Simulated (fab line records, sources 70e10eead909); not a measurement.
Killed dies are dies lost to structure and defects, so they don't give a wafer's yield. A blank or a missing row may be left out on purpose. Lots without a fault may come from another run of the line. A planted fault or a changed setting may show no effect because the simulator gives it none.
Which tool did it? | flow nand_harc | 13 lots, 37 wafers sampled, at 3 steps of a route of 1302

WHAT THE GAUGES READ, wafer by wafer
NHARC_A_M1_THK_MEAS_24: measures by xrf. Usual: thk_nm 154.5 nm, standard deviation 2.
lot  | measured     | on            | thk_nm (nm)       | flag
L488 | day 23 07:48 | film_metro-01 | 152.5 152.6 153.1 |
L487 | day 23 10:53 | film_metro-01 | 154.1 154.2 153.6 |
L489 | day 24 18:49 | film_metro-01 | 151.2 154.6 153.4 |
L491 | day 24 21:16 | film_metro-01 | 156.2 155.6 156.0 |
L492 | day 25 16:23 | film_metro-01 | 154.5 155.8 153.6 |
L494 | day 26 22:44 | film_metro-01 | 153.1             |
L498 | day 27 14:04 | film_metro-01 | 154.9 156.6 154.1 |
L501 | day 28 16:24 | film_metro-01 | 156.9 150.8 158.4 |
L503 | day 30 06:26 | film_metro-02 | 152.1 155.0 157.5 |
L502 | day 30 13:38 | film_metro-02 | 158.0 152.9 155.1 |
L505 | day 30 23:40 | film_metro-02 | 154.7 153.2 152.5 |
L506 | day 32 08:16 | film_metro-02 | 156.4 152.5 152.8 |
L508 | day 32 14:10 | film_metro-02 | 154.6 154.8 154.4 |

NHARC_A_BONDPAD_THK_MEAS_30: measures by ellipsometry. Usual: thk_nm 199.8 nm, standard deviation 2.1.
lot  | measured     | on            | thk_nm (nm)       | flag
L488 | day 23 09:19 | film_metro-01 | 201.6 199.4 199.7 |
L487 | day 23 12:24 | film_metro-02 | 205.3 203.6 200.3 |
L489 | day 24 20:20 | film_metro-02 | 199.2 198.7 199.3 |
L491 | day 24 22:47 | film_metro-01 | 201.1 198.7 199.6 |
L492 | day 25 17:55 | film_metro-02 | 199.7 197.5 197.1 |
L494 | day 27 00:14 | film_metro-02 | 198.9             |
L498 | day 27 15:35 | film_metro-01 | 202.6 198.9 197.4 |
L501 | day 28 17:55 | film_metro-01 | 200.3 199.2 204.8 |
L503 | day 30 07:57 | film_metro-01 | 199.6 201.6 199.8 |
L502 | day 30 15:09 | film_metro-02 | 202.3 203.3 202.0 |
L505 | day 31 01:11 | film_metro-01 | 201.6 200.4 198.5 |
L506 | day 32 09:47 | film_metro-02 | 202.4 203.0 200.0 |
L508 | day 32 15:41 | film_metro-02 | 201.5 200.9 200.1 |

WHICH TOOL RAN EACH LOT (tool, then ch and the chambers of the sampled wafers, then the start)
lot  | NHARC_A_M1_ANNEAL_31
L488 | rtp_anneal-02 ch 0, day 23 07:09
L487 | rtp_anneal-02 ch 0, day 23 10:14
L489 | rtp_anneal-02 ch 0, day 24 18:10
L491 | rtp_anneal-02 ch 0, day 24 20:43
L492 | rtp_anneal-02 ch 0, day 25 15:47
L494 | rtp_anneal-02 ch 0, day 26 22:16
L498 | rtp_anneal-02 ch 0, day 27 13:24
L501 | rtp_anneal-02 ch 0, day 28 15:51
L503 | rtp_anneal-01 ch 0, day 30 05:46
L502 | rtp_anneal-01 ch 0, day 30 13:08
L505 | rtp_anneal-02 ch 0, day 30 23:07
L506 | rtp_anneal-01 ch 0, day 32 07:37
L508 | rtp_anneal-02 ch 0, day 32 13:30
- NHARC_A_M1_ANNEAL_31: time 90 s.

WHAT THE TOOLS THEMSELVES READ (means of the sampled wafers that have a number; where no wafer has one, the mark that the record gives instead)
NHARC_A_M1_ANNEAL_31. Usual: wafer_temp_C_max 226.15, standard deviation 0.27.
lot  | tool          | wafer_temp_C_max | flag
L488 | rtp_anneal-02 | 226.13           |
L487 | rtp_anneal-02 | 226.29           |
L489 | rtp_anneal-02 | 226.20           |
L491 | rtp_anneal-02 | 226.36           |
L492 | rtp_anneal-02 | 226.09           |
L494 | rtp_anneal-02 | 225.86           |
L498 | rtp_anneal-02 | 226.05           |
L501 | rtp_anneal-02 | 226.06           |
L503 | rtp_anneal-01 | 226.42           |
L502 | rtp_anneal-01 | 226.16           |
L505 | rtp_anneal-02 | 225.96           |
L506 | rtp_anneal-01 | 226.18           |
L508 | rtp_anneal-02 | 226.07           |

THE ANSWER, worked out from the rows above alone
Rule: a lot is off if the mean of its wafers that have a number lies more than 3 standard deviations from the usual mean. A lot without any number at a reading at which 4 lots or more have one is off too. The other lots that the step has rows for count as sound. The gauges are gone through in route order, then the tools' own readings, and for those a lot's mean is taken as printed above. The first step at which some lot is off is used, and at that step the reading that is off furthest; a lot without a number counts as furthest.
No lot is off at any reading shown: from this, nothing can be told.

WHAT THE SIMULATOR HAD PUT IN
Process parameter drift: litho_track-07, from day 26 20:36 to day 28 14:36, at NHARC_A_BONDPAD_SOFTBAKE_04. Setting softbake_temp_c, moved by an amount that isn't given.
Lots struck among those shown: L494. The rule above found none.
